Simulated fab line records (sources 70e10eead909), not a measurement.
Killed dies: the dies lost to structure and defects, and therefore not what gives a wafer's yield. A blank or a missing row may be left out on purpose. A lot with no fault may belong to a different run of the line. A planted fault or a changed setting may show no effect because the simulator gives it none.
The tool behind it: which one? || flow nand harc || 11 lots with 33 wafers sampled at 4 steps, on a route of 1302 steps

## WHAT THE GAUGES READ, wafer by wafer
NHARC_A_M0_INSPECT_27.
{"lot": "L074", "measured": "day 23 04:48", "on": "defect inspect-01", "raw defect count": "531 490 533"}
{"lot": "L077", "measured": "day 24 14:49", "on": "defect inspect-01", "raw defect count": "538 493 511"}
{"lot": "L078", "measured": "day 24 19:45", "on": "defect inspect-01", "raw defect count": "544 527 506"}
{"lot": "L081", "measured": "day 26 11:11", "on": "defect inspect-01", "raw defect count": "450 503 533"}
{"lot": "L082", "measured": "day 26 18:43", "on": "defect inspect-02", "raw defect count": "428 629 552"}
{"lot": "L085", "measured": "day 27 07:58", "on": "defect inspect-01", "raw defect count": "1127 852 795"}
{"lot": "L088", "measured": "day 28 10:26", "on": "defect inspect-01", "raw defect count": "1030 803 644"}
{"lot": "L087", "measured": "day 28 17:45", "on": "defect inspect-01", "raw defect count": "595 683 719"}
{"lot": "L092", "measured": "day 30 05:12", "on": "defect inspect-02", "raw defect count": "463 452 428"}
{"lot": "L093", "measured": "day 30 19:40", "on": "defect inspect-01", "raw defect count": "561 388 678"}
{"lot": "L095", "measured": "day 32 04:35", "on": "defect inspect-01", "raw defect count": "793 660 768"}

## TOOL THAT RAN EACH LOT (tool first, then ch and the chambers of the sampled wafers, then the start)
{"lot": "L074", "NHARC_A_CONTACT_STRIP_26": "rie diel-09 ch 0,2,3, day 22 23:18 or earlier", "NHARC_A_BLC_STRIP_29": "rie diel-01 ch 0,1,3, day 22 23:18", "NHARC_A_M0_STRIP_18": "rie diel-10 ch 0,2,3, day 23 02:41"}
{"lot": "L077", "NHARC_A_CONTACT_STRIP_26": "rie diel-13 ch 0,1,2, day 24 08:52 or earlier", "NHARC_A_BLC_STRIP_29": "rie diel-12 ch 0,1,3, day 24 08:52", "NHARC_A_M0_STRIP_18": "rie diel-05 ch 0,1,3, day 24 12:44"}
{"lot": "L078", "NHARC_A_CONTACT_STRIP_26": "rie diel-13 ch 1,3, day 24 13:50 or earlier", "NHARC_A_BLC_STRIP_29": "rie diel-12 ch 0,1,3, day 24 13:50", "NHARC_A_M0_STRIP_18": "rie diel-02 ch 2,3, day 24 17:38"}
{"lot": "L081", "NHARC_A_CONTACT_STRIP_26": "rie diel-13 ch 0,1,2, day 26 05:38 or earlier", "NHARC_A_BLC_STRIP_29": "rie diel-01 ch 0,1,2, day 26 05:38", "NHARC_A_M0_STRIP_18": "rie diel-10 ch 1,2, day 26 09:02"}
{"lot": "L082", "NHARC_A_CONTACT_STRIP_26": "rie diel-09 ch 2,3, day 26 13:11 or earlier", "NHARC_A_BLC_STRIP_29": "rie diel-01 ch 0,2, day 26 13:11", "NHARC_A_M0_STRIP_18": "rie diel-05 ch 1,3, day 26 16:38"}
{"lot": "L085", "NHARC_A_CONTACT_STRIP_26": "rie diel-09 ch 0,1, day 27 02:25 or earlier", "NHARC_A_BLC_STRIP_29": "rie diel-01 ch 1,2,3, day 27 02:25", "NHARC_A_M0_STRIP_18": "rie diel-02 ch 0,3, day 27 05:53"}
{"lot": "L088", "NHARC_A_CONTACT_STRIP_26": "rie diel-09 ch 0,1,2, day 28 04:58 or earlier", "NHARC_A_BLC_STRIP_29": "rie diel-01 ch 0,1,2, day 28 04:58", "NHARC_A_M0_STRIP_18": "rie diel-10 ch 0,3, day 28 08:21"}
{"lot": "L087", "NHARC_A_CONTACT_STRIP_26": "rie diel-08 ch 1,2,3, day 28 11:49 or earlier", "NHARC_A_BLC_STRIP_29": "rie diel-12 ch 0,1,2, day 28 11:49", "NHARC_A_M0_STRIP_18": "rie diel-10 ch 0,1,2, day 28 15:39"}
{"lot": "L092", "NHARC_A_CONTACT_STRIP_26": "rie diel-08 ch 0,1,2, day 29 23:42 or earlier", "NHARC_A_BLC_STRIP_29": "rie diel-12 ch 0,2, day 29 23:42", "NHARC_A_M0_STRIP_18": "rie diel-02 ch 0,2,3, day 30 03:05"}
{"lot": "L093", "NHARC_A_CONTACT_STRIP_26": "rie diel-13 ch 0,1,2, day 30 14:16 or earlier", "NHARC_A_BLC_STRIP_29": "rie diel-11 ch 0,1, day 30 14:16", "NHARC_A_M0_STRIP_18": "rie diel-05 ch 0,1,2, day 30 17:32"}
{"lot": "L095", "NHARC_A_CONTACT_STRIP_26": "rie diel-08 ch 0,2,3, day 31 22:51 or earlier", "NHARC_A_BLC_STRIP_29": "rie diel-12 ch 1,2, day 31 22:51", "NHARC_A_M0_STRIP_18": "rie diel-05 ch 0,1,2, day 32 02:18"}
- NHARC_A_CONTACT_STRIP_26: strips in O2.
- NHARC_A_BLC_STRIP_29: strips in CF4.
- NHARC_A_M0_STRIP_18: strips in N2/H2.

## THE ANSWER, worked out from the rows above alone
Rule: usual is defined by the lots themselves. The widest of any qualifying gaps counts: lots, ordered by their means at a reading, are off when they make up no more than a third of the lots, leave a main group of 4 or more, and stand apart from it by 3 or more times the standard deviation of that group's means. A main group whose means are all the same, to the digits that the tables above print for the reading, isn't used. A lot without any number at a reading at which 4 lots or more have one is off too. Where the step has rows for the other lots, those lots are counted as sound.
Nothing can be told from this: no lot is off at any reading shown.

## WHAT HAD BEEN PUT IN BY THE SIMULATOR
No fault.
